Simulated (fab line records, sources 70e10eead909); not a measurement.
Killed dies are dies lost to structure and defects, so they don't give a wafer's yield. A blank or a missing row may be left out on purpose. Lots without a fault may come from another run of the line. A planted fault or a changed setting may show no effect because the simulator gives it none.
fab line records | flow nand_harc
record lots=6 wafers=18 last_day=33
route steps=1302 shown A_CONTACT@1037 END@1302
lots that met no fault: from a run of the same line without faults
start_h: hours from the record's first day to the start of the lot's first wafer shown | wait_h: hours since the lot's step before | " the same as in the row above | L1.1+2: a row that stands for several wafers | - no value, or no start given | * or withheld: withheld | < > ~ a bound
route shown NAME@n: a module of which the file shows steps, and the number in the route of the first | usual: mean/standard deviation of fault-free wafers | same: alike in all rows | chamber/n: place in a boat | sites: the reading at each site | _std_site: their standard deviation | _edge_site: outer sites' mean less inner sites' | radius_mm: how far each site lies from the wafer's centre | mask NAME#n: copy n | behind: the tool/chamber that last shaped the wafer | hold: why the lot was held/for how many hours/how that ended | device: the transistor (n, p or np) that didn't switch | end of line: the same wafers' tests at the end of the route | a step without rows: its recipe alone | killed: dies lost to structure and defects at the first sort, not the wafer's yield | map: a wafer's dies, x killed, . not, _ none there
set.NAME: the setting as run; set.NAME@STEP: as run at that earlier step | model.NAME: the simulator's own value behind a step, which no gauge read
lots at some steps of the route; a table a step, a row a wafer
services: from which hour (start_h, from the record's first day; less than 0 if before it) a tool's chamber was out of use, for how many hours, and why
## steps
# step NHARC_A_CONTACT_PEB_67
# recipe peb_temp_c=100 peb_time_s=65
# step NHARC_A_CONTACT_DEVELOP_68
# recipe develop_time_s=35 dev_temp_c=23
# step NHARC_A_CONTACT_CD_MEAS_69
# recipe target_cd_nm=300 landing_energy_ev=500
# usual cd_nm=300.0/0.52
# columns lot.wafer tool chamber start_h wait_h cd_nm
L427.1 cd_sem-03 0 510.55 - 299.6
L427.2 " 0 " " 300.4
L427.5 " 0 " " 299.9
L432.1 cd_sem-03 0 541.16 - 300.1
L432.2 " 0 " " 300.1
L432.4 " 0 " " 300.7
L441.1 cd_sem-03 0 658.96 - 300.3
L441.2 " 0 " " 300.0
L441.3 " 0 " " 300.9
L442.2 cd_sem-02 0 665.58 - 300.3
L442.3 " 0 " " 300.7
L442.6 " 0 " " 300.7
L443.2 cd_sem-02 0 681.66 - 299.7
L443.3 " 0 " " 300.0
L443.6 " 0 " " 299.8
L447.1 cd_sem-02 0 723.18 - 300.6
L447.4 " 0 " " 300.2
L447.5 " 0 " " 299.7
# step NHARC_A_CONTACT_OVL_MEAS_70
# usual overlay_x_nm=-0.3/0.71 overlay_y_nm=0.2/0.95
# columns lot.wafer tool chamber start_h wait_h overlay_x_nm overlay_y_nm
L427.1 overlay-01 - 510.64 - -0.8 0.9
L427.2 " - " " 0.1 0.9
L427.5 " - " " -0.8 0.8
L432.1 overlay-02 - 541.25 - 0.0 0.2
L432.2 " - " " 0.5 0.2
L432.4 " - " " -0.2 0.0
L441.1 overlay-01 - 659.05 - -0.4 0.7
L441.2 " - " " -0.8 0.8
L441.3 " - " " -1.5 0.7
L442.2 overlay-02 - 665.67 - -0.3 -1.2
L442.3 " - " " -0.4 -1.1
L442.6 " - " " 0.3 -1.2
L443.2 overlay-02 - 681.74 - -1.4 -0.6
L443.3 " - " " -1.2 -0.2
L443.6 " - " " -1.6 0.0
L447.1 overlay-01 - 723.27 - -0.1 -1.4
L447.4 " - " " -0.2 -0.7
L447.5 " - " " 0.3 -0.1
# step NHARC_A_CONTACT_INSPECT_71
# usual raw_defect_count=84/38
# columns lot.wafer tool chamber start_h wait_h raw_defect_count
L427.1 defect_inspect-01 - 510.67 0.0 108
L427.2 " - " " 97
L427.5 " - " " 106
L432.1 defect_inspect-01 - 541.28 0.0 74
L432.2 " - " " 79
L432.4 " - " " 76
L441.1 defect_inspect-01 - 659.09 0.0 88
L441.2 " - " " 105
L441.3 " - " " 105
L442.2 defect_inspect-01 - 665.71 0.0 121
L442.3 " - " " 116
L442.6 " - " " 95
L443.2 defect_inspect-01 - 681.78 0.0 130
L443.3 " - " " 105
L443.6 " - " " 97
L447.1 defect_inspect-01 - 723.31 0.0 95
L447.4 " - " " 93
L447.5 " - " " 93
# step NHARC_A_CONTACT_DESCUM_74
# recipe time_s=3 o2_flow_sccm=200 ar_flow_sccm=0 bias_power_w=0 chemistry=O2
# step NHARC_A_CONTACT_ETCH_75
# recipe target_depth_a=390 over_etch_frac=0.3 time_s=65 ion_energy_ev=80 cf4_flow_sccm=150 ar_flow_sccm=0 rf_w=300 bias_w=100 chemistry=CF4
# step NHARC_A_CONTACT_ETCH_76
# recipe target_depth_a=2600 over_etch_frac=0.3 time_s=475.3 ion_energy_ev=200 n2_flow_sccm=150 h2_flow_sccm=150 ar_flow_sccm=0 rf_w=400 bias_w=150 chemistry=N2/H2
# step NHARC_A_CONTACT_ETCH_77
# recipe target_depth_a=1089 time_s=54.5 cf4_flow_sccm=100 chf3_flow_sccm=30 ar_flow_sccm=0 rf_w=500 bias_w=200 chemistry=CF4/CHF3
# step NHARC_A_CONTACT_ETCH_78
# recipe target_depth_a=53000 over_etch_frac=0.3 time_s=1378 ion_energy_ev=150 o2_flow_sccm=400 cos_flow_sccm=20 ar_flow_sccm=0 rf_w=500 bias_w=300 chemistry=O2/COS
# usual drypump_motor_current_A=5.8/0.39 mfc_ar_sccm=0.012/0.009 oes_product_au=0.999/0.01 rf_fwd_power_W=499.3/1.6 rf_vpp_V=314.1/2.5 showerhead_plenum_p_Torr=3.11/0.16 throttle_valve_pct=28.330/0.0096
# columns lot.wafer tool chamber start_h wait_h drypump_motor_current_A mfc_ar_sccm oes_product_au rf_fwd_power_W rf_hours_counter_h rf_vpp_V showerhead_plenum_p_Torr throttle_valve_pct
L427.2 rie_diel-03 2 - - 6.0 0.021 0.998 500.8 7 314.2 3.15 28.331
L427.1 " 3 " " 5.7 0.004 0.990 501.3 6 309.6 2.90 28.344
L427.5 " 1 " " 5.8 0.016 0.992 499.2 - 314.9 3.16 28.344
L432.4 rie_diel-03 0 - - 6.0 0.002 1.004 498.9 12 310.4 2.89 28.335
L432.2 " 1 " " 5.8 0.016 0.998 501.3 13 315.0 3.16 28.340
L432.1 " 2 " " 6.0 0.021 0.997 498.5 12 314.6 3.15 28.338
L441.2 rie_diel-09 1 - - 5.8 0 1.020 497.3 39 316.9 3.32 28.342
L441.1 " 2 " " 6.2 0.019 0.993 500.4 49 313.4 3.06 28.330
L441.3 " 0 " " 5.0 0.005 0.990 499.3 49 314.1 3.08 28.325
L442.2 rie_diel-03 3 - - 5.7 0.004 0.998 500.7 3 310.9 2.89 28.338
L442.3 " 1 " " 5.8 0.016 0.984 498.4 4 315.4 3.15 28.346
L442.6 " 3 " " 5.7 0.004 1.011 501.1 - 311.0 2.89 28.321
L443.2 rie_diel-03 2 - - 6.0 0.021 1.009 501.3 7 314.7 3.14 28.341
L443.3 " 3 " " 5.7 0.004 0.998 498.8 7 310.6 2.89 28.354
L443.6 " 0 " " 6.0 0.002 1.000 502.8 - 317.8 3.37 28.310
L447.1 rie_diel-03 0 - - 6.0 0.002 1.000 499.3 15 318.4 3.36 28.311
L447.4 " 1 " " 5.7 0.016 0.977 503.6 13 313.8 3.15 28.340
L447.5 " 3 " " 5.7 0.004 1.000 499.0 - 311.4 2.89 28.342
# step NHARC_A_CONTACT_ETCH_124
# recipe source_w=withheld pressure_mtorr=20 bias_v=withheld time_s=140 target_depth_a=7000 ar_flow_sccm=withheld c4f8_flow_sccm=withheld o2_flow_sccm=withheld chemistry=C4F8/O2/Ar
# step NHARC_A_CONTACT_ETCH_125
# recipe source_w=withheld pressure_mtorr=20 bias_v=3000 time_s=197 target_depth_a=19180 ar_flow_sccm=withheld c4f8_flow_sccm=withheld o2_flow_sccm=withheld chemistry=C4F8/O2/Ar
# step NHARC_A_CONTACT_ETCH_126
# recipe source_w=withheld pressure_mtorr=20 bias_v=3000 time_s=197 target_depth_a=19180 ar_flow_sccm=withheld c4f8_flow_sccm=withheld o2_flow_sccm=withheld chemistry=C4F8/O2/Ar
# columns lot.wafer tool chamber start_h wait_h rf_hours_counter_h
L427.1 har_cap_etch-03 1 512.67 0.1 41
L427.2 " 0 " " 41
L427.5 " 1 " " -
L432.1 har_cap_etch-01 1 543.41 0.1 9
L432.2 " 0 " " 9
L432.4 " 1 " " -
L441.2 har_cap_etch-02 1 661.16 0.1 113
L441.1 " 0 " " 113
L441.3 " 0 " " -
L442.2 har_cap_etch-01 0 667.72 0.1 26
L442.3 " 1 " " -
L442.6 " 1 " " -
L443.2 har_cap_etch-01 1 683.79 0.1 29
L443.3 " 0 " " -
L443.6 " 1 " " -
L447.1 har_cap_etch-03 1 725.34 0.1 77
L447.4 " 1 " " -
L447.5 " 1 " " -
# step NHARC_A_CONTACT_ETCH_127
# recipe source_w=withheld pressure_mtorr=20 bias_v=3000 time_s=197 target_depth_a=19180 ar_flow_sccm=withheld c4f8_flow_sccm=withheld o2_flow_sccm=withheld chemistry=C4F8/O2/Ar
# step NHARC_A_CONTACT_ETCH_128
# recipe source_w=withheld pressure_mtorr=20 bias_v=3000 time_s=197 target_depth_a=19180 ar_flow_sccm=withheld c4f8_flow_sccm=withheld o2_flow_sccm=withheld chemistry=C4F8/O2/Ar
# columns lot.wafer tool chamber start_h wait_h rf_hours_counter_h
L427.1 har_cap_etch-03 1 513.02 0.1 41
L427.2 " 0 " " 41
L427.5 " 1 " " -
L432.1 har_cap_etch-01 1 543.76 0.1 9
L432.2 " 0 " " 9
L432.4 " 1 " " -
L441.2 har_cap_etch-02 1 661.51 0.1 113
L441.1 " 0 " " 113
L441.3 " 0 " " -
L442.2 har_cap_etch-01 0 668.07 0.1 26
L442.3 " 1 " " -
L442.6 " 1 " " -
L443.2 har_cap_etch-01 1 684.14 0.1 29
L443.3 " 0 " " -
L443.6 " 1 " " -
L447.1 har_cap_etch-03 1 725.69 0.1 77
L447.4 " 1 " " -
L447.5 " 1 " " -
# step NHARC_A_CONTACT_ETCH_129
# recipe source_w=withheld pressure_mtorr=20 bias_v=3000 time_s=197 target_depth_a=19180 ar_flow_sccm=withheld c4f8_flow_sccm=withheld o2_flow_sccm=withheld chemistry=C4F8/O2/Ar
# step NHARC_A_CONTACT_ETCH_130
# recipe source_w=withheld pressure_mtorr=20 bias_v=3000 time_s=197 target_depth_a=19180 ar_flow_sccm=withheld c4f8_flow_sccm=withheld o2_flow_sccm=withheld chemistry=C4F8/O2/Ar
# step NHARC_A_CONTACT_ETCH_131
# recipe source_w=withheld pressure_mtorr=20 bias_v=3000 time_s=197 target_depth_a=19180 ar_flow_sccm=withheld c4f8_flow_sccm=withheld o2_flow_sccm=withheld chemistry=C4F8/O2/Ar
# step NHARC_A_CONTACT_ETCH_132
# recipe source_w=withheld pressure_mtorr=20 bias_v=3000 time_s=197 target_depth_a=19240 ar_flow_sccm=withheld c4f8_flow_sccm=withheld o2_flow_sccm=withheld chemistry=C4F8/O2/Ar
# columns lot.wafer tool chamber start_h wait_h rf_hours_counter_h
L427.1 har_cap_etch-03 1 513.72 0.1 42
L427.2 " 0 " " 42
L427.5 " 1 " " -
L432.1 har_cap_etch-01 1 544.47 0.1 10
L432.2 " 0 " " 10
L432.4 " 1 " " -
L441.2 har_cap_etch-02 1 662.21 0.1 114
L441.1 " 0 " " 114
L441.3 " 0 " " -
L442.2 har_cap_etch-01 0 668.78 0.1 27
L442.3 " 1 " " -
L442.6 " 1 " " -
L443.2 har_cap_etch-01 1 684.85 0.1 30
L443.3 " 0 " " -
L443.6 " 1 " " -
L447.1 har_cap_etch-03 1 726.40 0.1 78
L447.4 " 1 " " -
L447.5 " 1 " " -
# step NHARC_A_CONTACT_ETCH_133
# recipe source_w=withheld pressure_mtorr=20 bias_v=400 time_s=374 target_depth_a=16100 ar_flow_sccm=withheld c4f8_flow_sccm=11.5 o2_flow_sccm=7.2 chemistry=C4F8/O2/Ar
# columns lot.wafer tool chamber start_h wait_h rf_hours_counter_h
L427.1 har_cap_etch-03 1 513.90 0.1 42
L427.2 " 0 " " 42
L427.5 " 1 " " -
L432.1 har_cap_etch-01 1 544.64 0.1 10
L432.2 " 0 " " 10
L432.4 " 1 " " -
L441.2 har_cap_etch-02 1 662.39 0.1 114
L441.1 " 0 " " 114
L441.3 " 0 " " -
L442.2 har_cap_etch-01 0 668.99 0.2 27
L442.3 " 1 " " -
L442.6 " 1 " " -
L443.2 har_cap_etch-01 1 685.07 0.2 30
L443.3 " 0 " " -
L443.6 " 1 " " -
L447.1 har_cap_etch-03 1 726.61 0.2 78
L447.4 " 1 " " -
L447.5 " 1 " " -
# step NHARC_A_CONTACT_ETCH_91
# recipe target_depth_a=400 over_etch_frac=0.5 time_s=85.7 ion_energy_ev=120 ch3f_flow_sccm=50 o2_flow_sccm=30 ar_flow_sccm=200 rf_w=500 bias_w=100 chemistry=CH3F/O2
# step NHARC_A_CONTACT_ETCH_97
# recipe target_depth_a=200 over_etch_frac=0.5 time_s=10 ion_energy_ev=250 c4f6_flow_sccm=25 o2_flow_sccm=20 ar_flow_sccm=500 rf_w=600 bias_w=500 chemistry=C4F6/O2
# step NHARC_A_CONTACT_CD_MEAS_80
# usual cd_nm=289.5/0.74
# columns lot.wafer tool chamber start_h wait_h cd_nm
L427.1 cd_sem-02 - 514.90 - 290.4
L427.2 " - " " 289.9
L427.5 " - " " 290.1
L432.1 cd_sem-02 - 545.65 - 289.6
L432.2 " - " " 289.6
L432.4 " - " " 289.3
L441.1 cd_sem-03 - 663.40 - 290.0
L441.2 " - " " 290.6
L441.3 " - " " 290.1
L442.2 cd_sem-03 - 669.93 - 289.1
L442.3 " - " " 291.2
L442.6 " - " " 290.6
L443.2 cd_sem-01 - 686.00 - 290.0
L443.3 " - " " 289.3
L443.6 " - " " 290.3
L447.1 cd_sem-01 - 727.54 - 290.2
L447.4 " - " " 289.6
L447.5 " - " " 290.5
# step NHARC_A_CONTACT_STRIP_103
# recipe n2_flow_sccm=150 h2_flow_sccm=150 ar_flow_sccm=0 bias_w=0 chemistry=N2/H2
# step NHARC_A_CONTACT_STRIP_104
# recipe cf4_flow_sccm=100 chf3_flow_sccm=30 ar_flow_sccm=0 bias_w=0 chemistry=CF4/CHF3
# step NHARC_A_CONTACT_STRIP_105
# recipe o2_flow_sccm=400 cos_flow_sccm=20 ar_flow_sccm=0 bias_w=0 chemistry=O2/COS
# step NHARC_A_CONTACT_ETCH_106
# recipe target_depth_a=900 overetch_a=90 time_s=49.5 ion_energy_ev=100 cf4_flow_sccm=80 o2_flow_sccm=20 ar_flow_sccm=0 rf_w=300 bias_w=100 chemistry=CF4/O2
# step NHARC_A_CONTACT_STRIP_82
# recipe o2_flow_sccm=500 ar_flow_sccm=0 bias_w=0 chemistry=O2
# step NHARC_A_CONTACT_STRIP_83
# recipe time_s=600 temp_c=30 chemistry=post_etch_residue_remover
# step NHARC_A_CONTACT_DEP_84
# recipe target_thk_a=28000 temp_c=400 material=aC
# step NHARC_A_CONTACT_DEP_85
# recipe target_thk_a=600 target_thk_nm=60 temp_c=400 pressure_torr=3.5 flow_sccm=200 rf_w=350 material=SiON
# usual chamber_pressure_Torr=3.501/0.0067 heater_power_w=702/69 rf_fwd_power_W=348.7/1.1 showerhead_vpp_V=1188/71
# columns lot.wafer tool chamber start_h wait_h chamber_pressure_Torr heater_power_w rf_fwd_power_W showerhead_vpp_V
L427.1 pecvd-03 0 517.61 1.5 3.503 816 347.1 1210
L427.2 " 2 " " 3.496 666 347.9 1053
L427.5 " 1 " " 3.498 751 348.5 1103
L432.1 pecvd-04 0 549.58 1.4 3.505 605 348.0 1122
L432.2 " 1 " " 3.506 757 348.8 1263
L432.4 " 1 " " 3.492 788 350.3 1240
L441.2 pecvd-04 1 670.56 1.2 3.497 784 350.3 1250
L441.3 " 2 " " 3.502 633 348.2 1094
L441.1 " 0 " " 3.511 631 350.0 1132
L442.3 pecvd-02 2 677.90 0.9 3.500 666 349.0 1263
L442.2 " 0 " " 3.494 739 347.4 1235
L442.6 " 0 " " 3.485 740 348.3 1274
L443.2 pecvd-02 1 689.16 1.2 3.504 694 349.4 1124
L443.3 " 0 " " 3.494 737 348.9 1264
L443.6 " 1 " " 3.501 709 348.8 1148
L447.1 pecvd-02 1 730.21 1.4 3.506 634 348.4 1135
L447.5 " 1 " " 3.504 639 348.3 1140
L447.4 " 0 " " 3.505 703 350.9 1263
# step NHARC_A_CONTACT_DEHYDRATE_00
# recipe temp_c=150 time_s=120
# step NHARC_A_CONTACT_HMDS_01
# recipe time_s=30
# step NHARC_A_CONTACT_COAT_86
# recipe temp_c=260 time_s=75
# step NHARC_A_CONTACT_COAT_87
# recipe temp_c=225 time_s=65
# step NHARC_A_CONTACT_COAT_02
# recipe spin_rpm=1500 resist_thk_nm=90
# step NHARC_A_CONTACT_SOFTBAKE_03
# recipe temp_c=105 time_s=55
# step NHARC_A_CONTACT_EBR_04
# step NHARC_A_CONTACT_EXPOSE_05
# recipe na=1.35 sigma_outer=0.8 dose_mj=84.24 mask_id=A_CC
# step NHARC_A_CONTACT_PEB_06
# recipe peb_temp_c=100 peb_time_s=65
# step NHARC_A_CONTACT_DEVELOP_07
# recipe develop_time_s=35 dev_temp_c=23
# step NHARC_A_CONTACT_CD_MEAS_08
# recipe target_cd_nm=200 landing_energy_ev=500
# usual cd_nm=199.8/0.44
# columns lot.wafer tool chamber start_h wait_h cd_nm
L427.1 cd_sem-02 0 518.33 - 200.1
L427.2 " 0 " " 199.6
L427.5 " 0 " " 199.3
L432.1 cd_sem-01 0 550.31 - 199.4
L432.2 " 0 " " 199.5
L432.4 " 0 " " 199.8
L441.1 cd_sem-01 0 671.15 - 200.4
L441.2 " 0 " " 199.9
L441.3 " 0 " " 199.9
L442.2 cd_sem-01 0 678.50 - 199.8
L442.3 " 0 " " 199.7
L442.6 " 0 " " 200.0
L443.2 cd_sem-02 0 689.88 - 199.6
L443.3 " 0 " " 200.5
L443.6 " 0 " " 200.1
L447.1 cd_sem-01 0 730.80 - 200.5
L447.4 " 0 " " 200.4
L447.5 " 0 " " 200.7
# step NHARC_END_SORT_01
# recipe temp_c=25
# usual killed_at_array=51/18 killed_at_other=1.0/1.2 killed_at_periphery=3.7/2.9 killed_dies=55/19 killed_open=3.5/1.9 killed_short=2.6/1.6
# same gross_dies=677
# columns lot.wafer tool chamber start_h wait_h killed_at_array killed_at_other killed_at_periphery killed_dies killed_open killed_short
L427.1 prober-01 0 569.67 2.5 56 4 4 64 2 1
L427.2 prober-01 0 570.47 2.8 53 2 4 59 3 0
L427.5 prober-01 0 572.87 3.7 60 2 2 64 0 2
L441.1 prober-02 0 719.72 2.5 59 0 4 63 1 2
L441.2 prober-02 0 720.51 2.8 70 0 9 79 3 0
L441.3 prober-02 0 721.29 3.1 55 0 9 64 1 1
L442.2 prober-01 0 731.41 2.8 146 0 5 151 4 2
L442.3 prober-01 0 732.21 3.1 121 0 8 129 5 1
L442.6 prober-01 0 734.60 4.0 131 2 7 140 5 3
L443.2 prober-01 0 740.63 2.8 116 2 4 122 4 2
L443.3 prober-01 0 741.41 3.1 133 1 0 134 1 1
L443.6 prober-01 0 743.78 3.9 122 0 3 125 3 0
# killed by level:class
L427.1 A_CHANNEL_HOLE_D2:chamber_film_flake=29 A_CHANNEL_HOLE_D1:chamber_film_flake=21 THIN_TSV:chamber_film_flake=4 P_M1:chamber_film_flake=3 A_CONTACT:chamber_film_flake=2 A_CHANNEL_HOLE_D2:geometric_particle:short=1 A_CHANNEL_FILL_D2:geometric_particle:open=1 A_STAIRCASE:geometric_particle:open=1
L427.2 A_CHANNEL_HOLE_D1:chamber_film_flake=24 A_CHANNEL_HOLE_D2:chamber_film_flake=23 A_CHANNEL_FILL_D2:geometric_particle:open=2 P_M1:chamber_film_flake=2 A_DECK1_JOINT:chamber_film_flake=2 A_WL_FILL:geometric_particle:open=1 P_STI:chamber_film_flake=1 P_GATE:chamber_film_flake=1
L427.5 A_CHANNEL_HOLE_D1:chamber_film_flake=27 A_CHANNEL_HOLE_D2:chamber_film_flake=27 A_WL_FILL:chamber_film_flake=2 A_CONTACT:chamber_film_flake=2 THIN_TSV:chamber_film_flake=2 P_M0:geometric_particle:short=1 A_ONON_D1:geometric_particle:short=1 P_M1:chamber_film_flake=1
L441.1 A_CHANNEL_HOLE_D1:chamber_film_flake=35 A_CONTACT:chamber_film_flake=8 A_CHANNEL_HOLE_D2:chamber_film_flake=8 A_SLIT:chamber_film_flake=4 A_STAIRCASE:chamber_film_flake=2 P_M0:geometric_particle:short=1 A_DECK1_JOINT:geometric_particle:short=1 A_M1:geometric_particle:open=1
L441.2 A_CHANNEL_HOLE_D1:chamber_film_flake=34 A_CHANNEL_HOLE_D2:chamber_film_flake=22 P_ZERO_WELL:chamber_film_flake=4 A_SLIT:chamber_film_flake=4 A_CONTACT:chamber_film_flake=4 A_WL_FILL:chamber_film_flake=3 P_CONTACT:chamber_film_flake=2 A_DECK1_JOINT:chamber_film_flake=2
L441.3 A_CHANNEL_HOLE_D1:chamber_film_flake=35 P_CONTACT:chamber_film_flake=6 A_CHANNEL_HOLE_D2:chamber_film_flake=6 A_DECK1_JOINT:chamber_film_flake=3 A_SLIT:chamber_film_flake=3 P_BONDPAD:chamber_film_flake=2 A_CHANNEL_FILL_D2:chamber_film_flake=2 A_STAIRCASE:chamber_film_flake=2
L442.2 A_CONTACT:unspecified=85 A_SLIT:chamber_film_flake=33 A_CHANNEL_HOLE_D2:chamber_film_flake=16 A_CHANNEL_HOLE_D1:chamber_film_flake=4 P_M0:geometric_particle:open=2 P_STI:chamber_film_flake=2 A_WL_FILL:geometric_particle:short=2 A_DECK1_JOINT:chamber_film_flake=2
L442.3 A_CONTACT:unspecified=82 A_CHANNEL_HOLE_D2:chamber_film_flake=13 A_CHANNEL_HOLE_D1:chamber_film_flake=10 A_SLIT:chamber_film_flake=6 P_GATE:chamber_film_flake=4 P_STI:chamber_film_flake=2 A_DECK1_JOINT:chamber_film_flake=2 A_WL_FILL:chamber_film_flake=2
L442.6 A_CONTACT:unspecified=85 A_CHANNEL_HOLE_D2:chamber_film_flake=19 A_SLIT:chamber_film_flake=10 A_CHANNEL_HOLE_D1:chamber_film_flake=8 A_ONON_D2:geometric_particle:open=2 P_STI:chamber_film_flake=2 P_GATE:chamber_film_flake=2 A_DECK1_JOINT:chamber_film_flake=2
L443.2 A_CONTACT:unspecified=76 A_SLIT:chamber_film_flake=12 A_CHANNEL_HOLE_D1:chamber_film_flake=10 A_CONTACT:chamber_film_flake=9 A_CHANNEL_HOLE_D2:chamber_film_flake=4 P_CONTACT:geometric_particle:short=1 A_CHANNEL_FILL_D1:geometric_particle:open=1 A_DECK1_JOINT:geometric_particle:short=1
L443.3 A_CONTACT:unspecified=86 A_CHANNEL_HOLE_D2:chamber_film_flake=17 A_SLIT:chamber_film_flake=11 A_CHANNEL_HOLE_D1:chamber_film_flake=9 A_CONTACT:chamber_film_flake=5 A_STAIRCASE:chamber_film_flake=2 A_DECK1_JOINT:geometric_particle:short=1 A_M0:geometric_particle:open=1
L443.6 A_CONTACT:unspecified=88 A_CHANNEL_HOLE_D1:chamber_film_flake=13 A_SLIT:chamber_film_flake=8 A_CHANNEL_HOLE_D2:chamber_film_flake=6 A_CONTACT:chamber_film_flake=3 A_WL_FILL:geometric_particle:open=2 P_GATE:chamber_film_flake=2 A_M0:geometric_particle:open=1
# map L442.2 (x killed, . not)
____________.____________
_________......._________
_______..........._______
______.............______
_____..............._____
____.x..........x...x____
____.............x...____
___x..xx.....x..xxxx..___
___............xxxx.x.___
__x..........xx.xx.....__
__xx...........xxxx....__
_..xx.x.....xxxxxx.x...._
_xx..........xxxxxxx...._
_..........x.xxx.xxx...._
_............xx.xxx....._
_.........xxxxxxxxx....._
..........x.xxxx.x.......
........xxxxxxxxxx.......
..........xxxxxxxx.......
..........xxxxxxxx.......
..........xxxxxxxx.......
_.....x...xxxxxxxx......_
_..x......xxxxxxxx......_
_......x.xxxxxxx........_
_...........xxxx........_
_........x.xxx.x........_
__.........x..x........__
__...........xx........__
___..........x........___
___.........x.........___
____.................____
____.................____
_____..............._____
______........x....______
_______..........._______
_________....x.._________
____________.____________
# map L443.3 (x killed, . not)
____________.____________
_________......._________
_______..........._______
______.............______
_____x.............._____
____x................____
____x.x..............____
___xx.................___
___xx...x....x...x.x..___
__xx.......x.x..x..xx..__
__......x....x.xxx.....__
_xx...........xxxxx...x._
_...........x..x..xx...._
_.............x.xxx....._
_..........x.xxx.x......_
_..........xxxxxx......._
...........xxxxxxxx......
...........xxxxxxx.......
..........xxxxxxx........
....x....x.xxxxxx........
.x.x.....xxxxxxxxx.......
_........xxxxxxxxx......_
_........xxxxxxxxxx....._
_...........xxxxx......._
_.........xxxxxxx......._
_..........xx.x..x......_
__.........x.x.x...x...__
__...........x.........__
___...................___
___................x..___
____..............x..____
____.................____
_____..............._____
______.............______
_______..........._______
_________......._________
____________.____________
## services
# columns tool chamber start_h hours kind
pecvd-04 1 492.80 18.8 repair
har_cap_etch-01 - 497.00 17.0 pm
har_cap_etch-01 0 497.00 17.0 vent_cycle
rie_diel-09 - 497.23 9.0 pm
pecvd-04 1 512.93 2.7 repair
pecvd-03 - 545.44 0.9 repair
pecvd-03 - 547.00 13.0 pm
pecvd-02 - 549.54 13.7 repair
pecvd-04 2 573.66 14.5 repair
pecvd-02 - 589.68 13.0 pm
rie_diel-09 1 614.05 21.8 repair
pecvd-04 - 631.65 13.0 pm
rie_diel-03 - 635.49 9.0 pm
rie_diel-09 2 636.53 4.5 repair
rie_diel-09 3 667.97 27.0 repair
rie_diel-09 - 674.23 9.0 pm
rie_diel-09 - 690.00 1.5 repair
har_cap_etch-02 - 704.55 3.0 repair
pecvd-03 1 704.68 8.5 repair
pecvd-03 0 707.12 6.4 repair
rie_diel-03 1 709.16 9.5 repair
rie_diel-03 2 719.35 2.9 repair
rie_diel-09 1 722.39 2.7 repair
pecvd-03 - 728.11 13.0 pm
## key
first_sign step=NHARC_END_SORT_01 reading=killed_at_array direction=up sigmas=4.3 usual=51 struck=128
effect step=NHARC_END_SORT_01 reading=killed_dies direction=up sigmas=4.1 usual=55 struck=134
more_kills_born_at NHARC_A_CONTACT_ETCH_126@har_cap_etch-01=502
met_at NHARC_A_CONTACT_ETCH_126
struck_wafers L442.2,L442.3,L442.6,L443.2,L443.3,L443.6
tester_left_out L442,L443
onset_between 543.41 667.72
also_fits NHARC_A_CONTACT_ETCH_128:har_cap_etch-01,NHARC_A_CONTACT_ETCH_132:har_cap_etch-01,NHARC_A_CONTACT_ETCH_133:har_cap_etch-01
fault kind=chamber_particle_source tool=har_cap_etch-01 chamber=- onset_h=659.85 steps=NHARC_A_CONTACT_ETCH_126 rate_per_visit_cm2=0.73803 end_h=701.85
# tester_left_out: of these lots the tester's yield and bins aren't shown, on N5 and GAA mostly nor the transistor test; their killed dies are dies lost to structure and defects alone, not to doping, threshold or leakage, so they don't give the yield
